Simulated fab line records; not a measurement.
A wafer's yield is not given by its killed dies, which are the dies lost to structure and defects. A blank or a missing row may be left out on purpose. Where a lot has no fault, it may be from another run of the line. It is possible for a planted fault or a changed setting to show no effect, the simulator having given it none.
fab line records	flow n5Finfet
[record] lots = 9	wafers = 26	lastDay = 18
route steps=1938 shown BEOL_M2@857 BEOL_M4@1111 PASSIVATION@1936
lots that met no fault: from a run of the same line without faults
startH: start of the lot's first displayed wafer, in hours after the record's first day	waitH: hours from the lot's prior step to this one	" as in the row above	L1.1+2: several wafers, shown together as one row	- no value, or no start was given	* or withheld: withheld	< > ~ a bound
route shown NAME@n: a module of which the file shows steps, and the number in the route of the first	usual: mean/standard deviation of fault-free wafers	same: alike in all rows	chamber/n: place in a boat	sites: the reading at each site	_std_site: standard deviation across them	_edge_site: the outer-site mean with the inner-site mean subtracted	radiusMm: for every site, how far away it sits from the centre of the wafer	mask NAME#n: copy n	behind: the last tool/chamber to shape the wafer	hold: why the lot went on hold/how many hours it stayed there/how the hold came to an end	device: transistor that didn't switch, given as n, p or np	end of line: tests of these same wafers at the route's end	for a step that has no rows: nothing shown but its recipe	killed: at the first sort, the dies lost to defects and structure; wafer yield is something else	map: the dies of a wafer, with x for killed, . for not killed, _ for no die there
set.NAME: setting as actually run; set.NAME@STEP: the setting as run at that earlier step	model.NAME: the simulator's own value behind a step, which no gauge read
a sample of lots followed through the steps of the route, with each step as a table and each wafer as a row
services: the hour from which a tool's chamber was out of use, counted from the record's first day as startH (under 0 if before that day), plus the number of hours and why
[[steps]]
[step N5_BEOL_M2_DESCUM_16]
[recipe] chemistry = O2	timeS = 7	sourcePowerW = 50	biasPowerW = 20	pressureMtorr = 20	rfFrequencyHz = 2.712e+07	tempC = 40	resist = CAR-EUV	o2FlowSccm = 225
[usual] biasPowerW = 20.00/0.066	drypumpMotorCurrentA = 5.9/0.47	o2FlowSccm = 225.0/0.61	oesProductAu = 0.80/0.075	rfVppV = 244.0/1.3	showerheadPlenumPTorr = 2.15/0.068	throttleValvePct = 20.4/0.37
lot.wafer	tool	chamber	startH	waitH	biasPowerW	drypumpMotorCurrentA	o2FlowSccm	oesProductAu	rfHoursCounterH	rfVppV	showerheadPlenumPTorr	throttleValvePct
L178.1	rieDiel-06	1	190.91	0.2	20.02	6.5	224.7	0.84	52	245.0	2.20	20.2
L178.5	"	3	"	"	19.98	5.0	225.6	0.74	-	243.8	2.15	20.3
L178.6	"	2	"	"	19.93	5.9	225.1	0.97	-	242.9	2.04	20.0
L179.2	rieDiel-05	3	195.12	0.0	19.88	5.8	225.4	0.70	223	244.0	2.16	20.1
L179.3	"	2	"	"	20.03	5.4	225.1	0.83	81	242.5	2.02	20.0
L179.4	"	0	"	"	20.04	6.2	226.6	0.87	37	246.8	2.23	20.1
L181.1	rieDiel-05	3	195.37	0.0	19.99	5.9	224.4	0.70	224	244.4	2.16	20.1
L181.3	"	0	"	"	19.96	6.2	224.8	0.87	37	246.3	2.23	20.1
L181.4	"	2	"	"	20.06	5.4	224.9	0.83	81	241.9	2.02	20.0
L180.1	rieDiel-05	3	201.52	0.0	20.02	5.8	224.7	0.70	226	244.3	2.15	20.1
L180.2	"	1	"	"	19.96	5.8	224.7	0.74	156	243.9	2.20	21.1
L180.3	"	0	"	"	20.02	6.2	224.6	0.85	40	245.5	2.23	20.1
L187.1	rieDiel-04	0	244.45	0.1	19.99	5.0	225.4	0.84	70	242.0	2.07	21.0
L187.6	"	0	"	"	20.01	5.0	225.4	0.83	-	242.3	2.07	21.0
L188.1	rieDiel-05	2	253.76	0.1	19.92	5.4	225.1	0.80	101	242.6	2.01	20.1
L188.4	"	2	"	"	19.95	5.4	224.7	0.81	-	242.3	2.01	20.1
L188.6	"	1	"	"	20.00	5.8	224.8	0.73	-	244.9	2.20	21.1
L189.3	rieDiel-04	3	263.72	0.1	20.09	6.3	224.3	0.80	108	243.9	2.13	20.3
L189.4	"	2	"	"	19.96	6.3	224.1	0.78	120	244.8	2.21	20.5
L189.5	"	2	"	"	19.96	6.3	225.1	0.77	-	245.1	2.21	20.6
L192.1	rieDiel-06	1	266.78	0.3	19.94	6.5	224.2	0.83	77	245.4	2.19	20.2
L192.2	"	0	"	"	20.11	6.3	223.8	0.70	230	244.6	2.16	20.8
L192.6	"	2	"	"	20.04	5.9	224.8	0.92	-	241.5	2.03	20.0
L193.1	rieDiel-06	2	274.34	0.4	19.87	5.9	226.6	0.90	35	241.3	2.03	20.0
L193.3	"	1	"	"	20.01	6.5	225.8	0.80	83	246.4	2.19	20.3
L193.5	"	2	"	"	19.93	5.9	224.7	0.90	-	241.9	2.03	20.0
[step N5_BEOL_M2_ETCH_77]
[recipe] chemistry = N2/H2	target = underlayer	targetDepthA = 65	maskMaterial = CAR-EUV	timeS = 5.2	ionEnergyEv = 200	pressureMtorr = 30	sourceW = 840	biasW = 150	n2FlowSccm = 200	h2FlowSccm = 200	ends = cleared
[usual] biasW = 150.0/0.49	chamberPressureMTorr = 30.00/0.043	drypumpMotorCurrentA = 5.9/0.5	etchRfOnTimeS = 5.15/0.12	oesProductAu = 0.68/0.062	rfVppV = 525.8/2.5	showerheadPlenumPTorr = 2.61/0.08	throttleValvePct = 17.8/0.33
lot.wafer	tool	chamber	startH	waitH	biasW	chamberPressureMTorr	drypumpMotorCurrentA	etchRfOnTimeS	oesProductAu	rfHoursCounterH	rfVppV	showerheadPlenumPTorr	throttleValvePct
L178.1	rieDiel-06	0	191.85	0.0	150.2	30.07	6.3	5.30	0.61	206	525.5	2.64	18.2
L178.5	"	1	"	"	150.3	30.00	6.5	4.99	0.73	-	529.0	2.68	17.6
L178.6	"	0	"	"	150.9	29.97	6.4	5.29	0.60	-	525.3	2.64	18.2
L179.2	rieDiel-04	3	196.16	0.0	-	-	-	-	-	-	-	-	-
L179.3	"	0	"	"	-	-	-	-	-	-	-	-	-
L179.4	"	2	"	"	-	-	-	-	-	-	-	-	-
L181.1	rieDiel-06	2	196.50	0.0	-	-	-	-	-	-	-	-	-
L181.3	"	0	"	"	-	-	-	-	-	-	-	-	-
L181.4	"	3	"	"	-	-	-	-	-	-	-	-	-
L180.1	rieDiel-05	0	202.43	0.0	-	-	-	-	-	-	-	-	-
L180.2	"	1	"	"	-	-	-	-	-	-	-	-	-
L180.3	"	2	"	"	-	-	-	-	-	-	-	-	-
L187.1	rieDiel-04	0	245.48	0.0	150.5	29.97	5.0	5.14	0.72	71	520.1	2.44	17.7
L187.6	"	2	"	"	149.4	29.97	6.3	5.08	0.67	-	526.7	2.69	18.0
L188.1	rieDiel-05	0	254.79	0.0	149.3	30.04	6.2	5.21	0.71	60	529.1	2.66	17.3
L188.4	"	0	"	"	149.6	29.99	6.2	5.26	0.72	-	528.4	2.66	17.4
L188.6	"	1	"	"	149.7	29.98	5.8	5.13	0.62	-	527.4	2.64	18.3
L189.3	rieDiel-04	3	264.76	0.0	149.5	30.00	6.3	5.12	0.68	109	523.5	2.58	17.8
L189.4	"	0	"	"	149.8	29.98	5.0	5.25	0.71	78	521.1	2.43	17.7
L189.5	"	0	"	"	148.8	29.99	5.0	5.17	0.72	-	522.1	2.44	17.7
L192.1	rieDiel-06	2	267.70	0.0	149.9	29.94	5.9	5.17	0.76	30	521.4	2.46	17.2
L192.2	"	3	"	"	150.7	30.09	5.0	5.13	0.62	203	526.0	2.64	18.0
L192.6	"	3	"	"	150.1	29.96	5.0	5.16	0.62	-	528.1	2.64	18.0
L193.1	rieDiel-04	0	275.27	0.0	149.6	30.01	4.9	5.17	0.71	81	523.0	2.43	17.7
L193.3	"	2	"	"	149.7	29.91	6.3	5.05	0.67	123	527.8	2.69	18.0
L193.5	"	2	"	"	150.5	30.05	6.3	5.02	0.67	-	527.5	2.69	18.0
[step N5_BEOL_M2_ETCHBACK_99]
[recipe] chemistry = CHF3	target = SiO2	targetDepthA = 50	timeS = 10.4	sourceW = 215	biasW = 47	Ar_flow_sccm = 200	CHF3_flow_sccm = 12	ionEnergyEv = 100	pressureMtorr = 30
[usual] drypumpMotorCurrentA = 5.9/0.47	oes_ar_750_au = 0.80/0.072	oesProductAu = 0.80/0.071	rfVppV = 241/4	showerheadPlenumPTorr = 2.20/0.068	throttleValvePct = 17.0/0.31
lot.wafer	tool	chamber	startH	waitH	drypumpMotorCurrentA	oes_ar_750_au	oesProductAu	rfHoursCounterH	rfVppV	showerheadPlenumPTorr	throttleValvePct
L178.1	rieDiel-05	2	197.21	4.7	5.4	0.83	0.83	81	244	2.09	16.7
L178.5	"	2	"	"	5.4	0.83	0.82	-	246	2.09	16.7
L178.6	"	1	"	"	5.8	0.74	0.75	-	245	2.26	17.6
L179.2	rieDiel-04	2	200.41	4.1	6.2	0.81	0.80	96	239	2.27	17.1
L179.3	"	1	"	"	5.8	0.68	0.66	237	238	2.22	17.0
L179.4	"	3	"	"	6.3	0.82	0.80	-	242	2.17	16.7
L181.1	rieDiel-05	0	205.49	8.8	6.2	0.87	0.85	40	239	2.27	16.7
L181.3	"	2	"	"	5.4	0.82	0.83	84	244	2.09	16.8
L181.4	"	1	"	"	5.8	0.74	0.75	157	243	2.26	17.6
L180.1	rieDiel-04	2	210.74	8.1	6.3	0.80	0.80	101	240	2.27	17.1
L180.2	"	0	"	"	5.0	0.87	0.86	59	239	2.10	17.3
L180.3	"	1	"	"	5.8	0.67	0.67	242	239	2.21	17.0
L187.1	rieDiel-04	3	248.88	3.0	6.3	0.80	0.81	102	241	2.16	16.7
L187.6	"	3	"	"	6.3	0.80	0.81	-	239	2.16	16.8
L188.1	rieDiel-04	0	262.79	7.8	5.0	0.85	0.83	77	239	2.10	17.3
L188.4	"	2	"	"	6.3	0.79	0.78	120	240	2.26	17.2
L188.6	"	3	"	"	6.3	0.79	0.80	-	241	2.16	16.8
L189.3	rieDiel-04	0	265.49	0.6	4.9	0.85	0.83	78	239	2.10	17.3
L189.4	"	2	"	"	6.2	0.78	0.77	121	240	2.26	17.2
L189.5	"	3	"	"	6.3	0.80	0.79	-	244	2.16	16.7
L192.1	rieDiel-05	1	268.85	1.0	5.8	0.73	0.72	181	242	2.25	17.6
L192.2	"	3	"	"	5.8	0.71	0.70	240	240	2.20	16.8
L192.6	"	2	"	"	5.4	0.81	0.79	-	246	2.08	16.8
L193.1	rieDiel-05	3	281.50	5.9	5.8	0.70	0.69	245	240	2.20	16.8
L193.3	"	0	"	"	6.2	0.83	0.81	71	238	2.26	16.7
L193.5	"	0	"	"	6.2	0.83	0.82	-	238	2.25	16.7
[step N5_BEOL_M2_TRENCH_ETCH_37]
[recipe] chemistry = C4F6/O2	targetDepthA = 555.55	target = SiOC	timeS = 29.2	ionEnergyEv = 250	pressureMtorr = 30	sourceW = 355	biasW = 185	Ar_flow_sccm = 300	C4F6_flow_sccm = 10	O2_flow_sccm = 10
[usual] C4F6_flow_sccm = 10.00/0.031	O2_flow_sccm = 9.999/0.028	drypumpMotorCurrentA = 5.9/0.46	oes_ar_750_au = 0.80/0.071	oesProductAu = 0.80/0.071	rfVppV = 667/10	showerheadPlenumPTorr = 2.91/0.086	throttleValvePct = 20.8/0.34
lot.wafer	tool	chamber	startH	waitH	C4F6_flow_sccm	O2_flow_sccm	drypumpMotorCurrentA	oes_ar_750_au	oesProductAu	rfHoursCounterH	rfVppV	showerheadPlenumPTorr	throttleValvePct
L178.1	rieDiel-05	2	-	-	10.01	9.996	5.5	0.83	0.83	81	675	2.76	20.5
L178.5	"	2	"	"	10.02	9.970	5.4	0.83	0.83	-	678	2.76	20.5
L178.6	"	1	"	"	10.02	10.010	5.8	0.74	0.75	-	671	2.98	21.4
L179.2	rieDiel-04	2	-	-	9.93	9.977	6.3	0.80	0.80	96	665	3.00	20.9
L179.3	"	1	"	"	10.01	9.951	5.8	0.68	0.67	237	660	2.93	20.7
L179.4	"	3	"	"	10.07	9.992	6.3	0.83	0.82	-	669	2.87	20.5
L181.1	rieDiel-05	0	-	-	10.03	9.940	6.2	0.86	0.85	41	659	2.99	20.4
L181.3	"	2	"	"	10.00	10.015	5.4	0.82	0.82	84	677	2.76	20.5
L181.4	"	1	"	"	10.01	10.061	5.8	0.74	0.74	157	669	2.98	21.4
L180.1	rieDiel-04	2	-	-	10.05	10.019	6.3	0.80	0.80	101	663	2.99	20.9
L180.2	"	0	"	"	9.97	10.005	5.0	0.87	0.85	59	662	2.78	21.1
L180.3	"	1	"	"	10.01	9.993	5.8	0.67	0.66	242	660	2.92	20.7
L187.1	rieDiel-04	3	-	-	10.02	9.974	6.3	0.80	0.80	102	667	2.86	20.5
L187.6	"	3	"	"	10.03	9.960	6.3	0.80	0.80	-	670	2.86	20.5
L188.1	rieDiel-04	0	-	-	9.96	9.995	5.0	0.85	0.83	78	663	2.78	21.2
L188.4	"	2	"	"	10.01	9.975	6.3	0.78	0.79	120	663	2.98	20.9
L188.6	"	3	"	"	10.03	10.040	6.3	0.80	0.80	-	668	2.86	20.5
L189.3	rieDiel-04	0	-	-	10.01	10.053	5.0	0.85	0.83	78	662	2.78	21.2
L189.4	"	2	"	"	10.03	9.947	6.3	0.78	0.77	121	662	2.98	20.9
L189.5	"	3	"	"	9.98	10.008	6.3	0.79	0.79	-	667	2.85	20.5
L192.1	rieDiel-05	1	-	-	10.01	9.992	5.8	0.72	0.72	182	671	2.97	21.5
L192.2	"	3	"	"	10.00	10.076	5.8	0.71	0.70	240	664	2.90	20.4
L192.6	"	2	"	"	10.00	9.992	5.4	0.80	0.80	-	678	2.75	20.6
L193.1	rieDiel-05	3	-	-	9.97	9.954	5.8	0.71	0.69	245	665	2.90	20.4
L193.3	"	0	"	"	9.99	10.005	6.2	0.82	0.82	71	660	2.98	20.5
L193.5	"	0	"	"	9.95	10.002	6.3	0.83	0.81	-	660	2.98	20.5
[step N5_BEOL_M4_RC_MEAS_101]
[usual] DIBL_N = 35.3/2.5	DIBL_P = 35/3.3	IOFF_N = 0.15/0.049	IOFF_P = 0.20/0.056	ION_N = 673/16	ION_P = 462/10	SS_N = 71.2/0.85	SS_P = 73.0/0.97	VT_N = 252/4.9	VT_P = -251/5
lot.wafer	tool	chamber	startH	waitH	DIBL_N[mV/V]	DIBL_P[mV/V]	IOFF_N[nA/um]	IOFF_P[nA/um]	ION_N[uA/um]	ION_P[uA/um]	SS_N[mV/dec]	SS_P[mV/dec]	VT_N[mV]	VT_P[mV]
L178.1	prober-02	0	224.50	0.0	37.4	38	0.20	0.24	700	471	71.4	73.1	245	-251
L178.5	"	0	"	"	37.0	37	0.17	0.22	692	468	72.1	74.1	248	-250
L178.6	"	0	"	"	36.5	35	0.15	0.18	665	453	71.7	73.1	250	-254
L179.2	prober-01	0	237.24	0.2	37.3	39	0.18	0.25	673	466	71.5	73.4	248	-247
L179.3	"	0	"	"	33.5	33	0.12	0.18	675	464	70.2	72.0	253	-251
L179.4	"	0	"	"	33.3	32	0.11	0.16	660	465	70.5	72.0	255	-251
L181.1	prober-02	0	237.56	0.0	31.2	31	0.09	0.12	658	454	70.4	71.5	258	-259
L181.3	"	0	"	"	33.6	33	0.11	0.14	654	450	70.6	72.9	256	-258
L181.4	"	0	"	"	37.8	37	0.19	0.20	684	463	72.6	73.5	248	-253
L180.1	prober-01	0	242.09	0.0	37.1	37	0.17	0.22	673	456	71.7	72.7	245	-248
L180.2	"	0	"	"	39.3	39	0.20	0.26	671	452	72.3	74.0	247	-244
L180.3	"	0	"	"	36.3	36	0.16	0.23	684	466	71.8	73.4	245	-248
L187.1	prober-01	0	287.75	0.4	32.1	33	0.11	0.16	663	462	70.3	71.7	254	-254
L187.6	"	0	"	"	31.2	32	0.11	0.15	668	460	70.5	71.4	255	-253
L188.1	prober-01	0	292.35	0.0	34.7	35	0.12	0.18	676	471	70.4	72.4	255	-254
L188.4	"	0	"	"	35.7	36	0.15	0.20	675	468	71.0	72.7	252	-253
L188.6	"	0	"	"	31.3	31	0.09	0.13	652	453	69.6	72.6	257	-257
L189.3	prober-01	0	297.24	0.3	32.7	32	0.11	0.16	684	473	70.2	73.0	255	-254
L189.4	"	0	"	"	33.0	33	0.11	0.18	658	462	70.7	73.1	253	-250
L189.5	"	0	"	"	33.1	32	0.10	0.16	666	462	70.4	72.7	260	-253
L192.1	prober-02	0	297.30	0.0	30.2	29	0.08	0.11	665	457	70.0	72.5	259	-258
L192.2	"	0	"	"	31.0	30	0.09	0.11	646	447	70.0	72.4	257	-257
L192.6	"	0	"	"	31.3	30	0.09	0.12	648	442	69.9	72.0	259	-259
L193.1	prober-02	0	318.45	0.0	32.9	31	0.09	0.13	648	451	71.3	72.7	257	-261
L193.3	"	0	"	"	37.2	36	0.14	0.18	654	448	71.5	73.9	253	-254
L193.5	"	0	"	"	37.3	35	0.14	0.17	656	445	72.3	73.9	256	-256
[step N5_PASSIVATION_PROBE_49]
[usual] defectLimitedYield = 91.3/1.4	killed_at_M0_to_M3 = 33/9.9	killed_at_M4_up = 15/5.6	killedAtContacts = 13/5.7	killedAtFrontEnd = 38/12	killedAtOther = 4/3.1	killedDies = 103/17	killedOpen = 66/13	killedShort = 32/7.8	sort_bin_5_function = 5.1/0.95	sort_bin_6_memory = 3.2/0.68	sortNPass = 1077/17	sortYieldPct = 91.3/1.5
[same] grossDies = 1180	killedAtBackSide = 0	sort_bin_4_leakage[%] = 0	sort_bin_8_speed[%] = 0
lot.wafer	tool	chamber	startH	waitH	defectLimitedYield[%]	killed_at_M0_to_M3	killed_at_M4_up	killedAtContacts	killedAtFrontEnd	killedAtOther	killedDies	killedOpen	killedShort	sort_bin_5_function[%]	sort_bin_6_memory[%]	sortNPass	sortYieldPct[%]
L179.2	prober-01	-	340.37	0.1	92.8	37	11	10	27	0	85	59	26	4.4	2.8	1095	92.8
L179.3	prober-01	-	340.42	0.1	90.4	47	16	12	32	6	113	61	48	5.0	3.9	1067	90.4
L179.4	prober-01	-	340.47	0.2	90.1	46	17	14	40	0	117	68	41	5.8	3.7	1063	90.1
L181.1	prober-02	-	345.94	0.0	94.2	13	16	4	36	0	69	43	24	3.6	1.9	1111	94.2
L181.3	prober-02	-	346.04	0.1	92.5	43	7	9	28	2	89	61	27	5.0	1.9	1091	92.5
L181.4	prober-02	-	346.09	0.2	92.8	29	9	7	38	2	85	45	33	4.1	2.3	1095	92.8
L187.6	prober-01	-	389.29	0.3	91.2	34	19	7	31	13	104	58	34	5.8	2.7	1076	91.2
L188.1	prober-01	-	396.70	0.0	91.0	36	10	12	43	5	106	65	37	5.1	3.4	1074	91.0
L188.4	prober-01	-	396.85	0.2	91.8	24	14	13	37	9	97	59	37	4.3	3.4	1083	91.8
L188.6	prober-01	-	396.95	0.3	92.2	23	13	12	36	8	92	59	29	4.2	3.2	1088	92.2
L192.1	prober-02	-	406.15	0.0	92.5	32	9	12	33	2	88	50	37	4.7	2.3	1092	92.5
L192.2	prober-02	-	406.20	0.1	91.9	29	12	5	49	0	95	52	36	4.4	2.9	1085	91.9
L192.6	prober-02	-	406.40	0.3	93.3	42	5	10	20	2	79	47	29	3.6	2.8	1101	93.3
L189.5	prober-01	-	408.34	0.2	91.1	28	19	4	49	5	105	67	35	5.9	2.9	1075	91.1
L193.1	prober-02	-	432.52	0.0	93.1	15	18	10	38	0	81	52	22	4.7	1.9	1099	93.1
L193.3	prober-02	-	432.62	0.1	91.5	38	15	7	37	3	100	61	34	5.3	2.9	1080	91.5
L193.5	prober-02	-	432.72	0.2	90.1	26	17	18	53	3	117	67	44	6.0	3.7	1063	90.1
// killed by level:class
L179.2 MOL_CONTACT_COAG:geometricParticle:open=9 BEOL_M2:geometricParticle:open=8 BEOL_M0:geometricParticle:open=7 BEOL_M4:geometricParticle:open=7 STI_FIN_REVEAL:geometricParticle:open=6 FIN_SAQP:geometricParticle:short=5 BEOL_M0:geometricParticle:short=5 BEOL_M2:geometricParticle:short=4
L179.3 BEOL_M3:geometricParticle:open=10 FIN_SAQP:geometricParticle:short=9 MOL_CONTACT_COAG:geometricParticle:open=8 BEOL_M2:geometricParticle:open=8 BEOL_M0_SAQP:geometricParticle:short=7 BEOL_M2:geometricParticle:short=7 STI_FIN_REVEAL:geometricParticle:open=6 DUMMY_GATE:geometricParticle:open=5
L179.4 FIN_SAQP:geometricParticle:short=19 BEOL_M0_SAQP:geometricParticle:open=11 BEOL_M4:geometricParticle:open=10 BEOL_M0_SAQP:geometricParticle:short=9 FIN_SAQP:geometricParticle:open=8 MOL_CONTACT_COAG:geometricParticle:open=8 BEOL_M2:geometricParticle:open=6 BEOL_M3:geometricParticle:open=6
L181.1 STI_FIN_REVEAL:geometricParticle:open=9 FIN_SAQP:geometricParticle:short=4 MOL_CONTACT_COAG:geometricParticle:open=4 BEOL_M6:geometricParticle:open=4 STARTING-WAFER:geometricParticle:short=4 FIN_SAQP:geometricParticle:open=3 ILD0:geometricParticle:short=3 BEOL_M1:geometricParticle:short=3
L181.3 BEOL_M1:geometricParticle:open=10 STI_FIN_REVEAL:geometricParticle:open=8 BEOL_M0_SAQP:geometricParticle:open=8 MOL_CONTACT_COAG:geometricParticle:open=7 BEOL_M2:geometricParticle:open=7 FIN_SAQP:geometricParticle:open=5 BEOL_M0_SAQP:geometricParticle:short=5 BEOL_M2:geometricParticle:short=4
L181.4 BEOL_M0_SAQP:geometricParticle:short=7 MOL_CONTACT_COAG:geometricParticle:open=6 BEOL_M0_SAQP:geometricParticle:open=6 HKMG_FIN:areaEtch=6 STI_FIN_REVEAL:geometricParticle:open=5 BEOL_M2:geometricParticle:open=5 STI_FIN_REVEAL:geometricParticle:short=4 BEOL_M3:geometricParticle:open=4
L187.6 BEOL_M4:geometricParticle:open=12 PASSIVATION:areaEtch=9 BEOL_M0_SAQP:geometricParticle:open=8 FIN_SAQP:geometricParticle:open=6 BEOL_M3:geometricParticle:open=6 MOL_CONTACT_COAG:geometricParticle:open=5 STI_FIN_REVEAL:geometricParticle:open=4 BEOL_M0_SAQP:geometricParticle:short=4
L188.1 STI_FIN_REVEAL:geometricParticle:open=11 MOL_CONTACT_COAG:geometricParticle:open=10 FIN_SAQP:geometricParticle:short=8 BEOL_M2:geometricParticle:open=8 BEOL_M3:geometricParticle:open=6 BEOL_M0_SAQP:geometricParticle:open=5 GATE_CUT:geometricParticle:short=5 BEOL_M1:geometricParticle:open=5
L188.4 MOL_CONTACT_COAG:geometricParticle:open=12 BEOL_M3:geometricParticle:open=8 FIN_SAQP:geometricParticle:short=6 BEOL_M0_SAQP:geometricParticle:short=6 FIN_SAQP:geometricParticle:open=5 STI_FIN_REVEAL:geometricParticle:open=4 DUMMY_GATE:geometricParticle:open=4 GATE_CUT:geometricParticle:short=4
L188.6 FIN_SAQP:geometricParticle:open=11 MOL_CONTACT_COAG:geometricParticle:open=9 STI_FIN_REVEAL:geometricParticle:open=5 BEOL_M0_SAQP:geometricParticle:short=5 BEOL_M4:geometricParticle:open=5 FIN_SAQP:geometricParticle:short=4 BEOL_M0_SAQP:geometricParticle:open=4 PAD_METAL:geometricParticle:open=4
L192.1 FIN_SAQP:geometricParticle:short=9 BEOL_M2:geometricParticle:open=9 MOL_CONTACT_COAG:geometricParticle:open=8 GATE_CUT:geometricParticle:short=7 BEOL_M0_SAQP:geometricParticle:short=6 BEOL_M3:geometricParticle:open=5 STI_FIN_REVEAL:geometricParticle:open=4 MOL_CONTACT_COAG:geometricParticle:short=4
L192.2 FIN_SAQP:geometricParticle:short=15 FIN_SAQP:geometricParticle:open=10 BEOL_M0_SAQP:geometricParticle:short=8 BEOL_M3:geometricParticle:open=8 STI_FIN_REVEAL:geometricParticle:open=6 BEOL_M0_SAQP:geometricParticle:open=5 BEOL_M4:geometricParticle:open=5 MOL_CONTACT_COAG:geometricParticle:open=4
L192.6 BEOL_M0_SAQP:geometricParticle:short=13 MOL_CONTACT_COAG:geometricParticle:open=9 BEOL_M3:geometricParticle:open=8 BEOL_M0_SAQP:geometricParticle:open=8 BEOL_M1:geometricParticle:open=5 FIN_SAQP:geometricParticle:open=3 GATE_CUT:geometricParticle:short=3 BEOL_M2:geometricParticle:open=3
L189.5 FIN_SAQP:geometricParticle:open=20 BEOL_M2:geometricParticle:open=10 FIN_SAQP:geometricParticle:short=8 BEOL_M0_SAQP:geometricParticle:short=6 BEOL_M1:geometricParticle:open=6 STI_FIN_REVEAL:geometricParticle:short=5 BEOL_M4:geometricParticle:open=5 MOL_CONTACT_COAG:geometricParticle:open=3
L193.1 FIN_SAQP:geometricParticle:open=12 BEOL_M0_SAQP:geometricParticle:open=7 BEOL_M4:geometricParticle:open=7 MOL_CONTACT_COAG:geometricParticle:open=6 BEOL_M5:geometricParticle:open=6 FIN_SAQP:geometricParticle:short=5 STI_FIN_REVEAL:geometricParticle:open=5 DUMMY_GATE:geometricParticle:open=5
L193.3 BEOL_M0_SAQP:geometricParticle:open=12 BEOL_M0_SAQP:geometricParticle:short=9 FIN_SAQP:geometricParticle:short=8 STI_FIN_REVEAL:geometricParticle:open=7 MOL_CONTACT_COAG:geometricParticle:open=7 DUMMY_GATE:geometricParticle:open=6 BEOL_M1:geometricParticle:open=6 FIN_SAQP:geometricParticle:open=5
L193.5 FIN_SAQP:geometricParticle:open=15 FIN_SAQP:geometricParticle:short=11 MOL_CONTACT_COAG:geometricParticle:open=10 STI_FIN_REVEAL:geometricParticle:open=8 BEOL_M0:geometricParticle:open=8 MOL_CONTACT_COAG:geometricParticle:short=7 BEOL_M4:geometricParticle:short=6 STARTING-WAFER:geometricParticle:short=6
[[services]]
tool	chamber	startH	hours	kind
rieDiel-06	-	176.36	0.6	repair
rieDiel-04	1	235.11	-	clean
rieDiel-04	1	235.11	-	consumableReplace:focusRing
rieDiel-04	1	235.11	19.4	scheduledDown
rieDiel-04	1	235.11	19.4	ventCycle
rieDiel-06	0	268.22	15.3	repair
[[key]]
[firstSign] step = N5_BEOL_M2_ETCH_77	reading = toolRecord	direction = missing
effect none on later readings
metAt N5_BEOL_M2_ETCH_77
struckLots L179,L180,L181
notActingAt N5_BEOL_M2_DESCUM_16,N5_BEOL_M2_ETCHBACK_99,N5_BEOL_M2_TRENCH_ETCH_37
onsetBetween 191.85 196.16
[fault] kind = skippedStepWhole	tool = rieDiel-04,rieDiel-05,rieDiel-06	chamber = -	onsetH = 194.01	steps = N5_BEOL_M2_ETCH_77	scope = struckLotsOnly
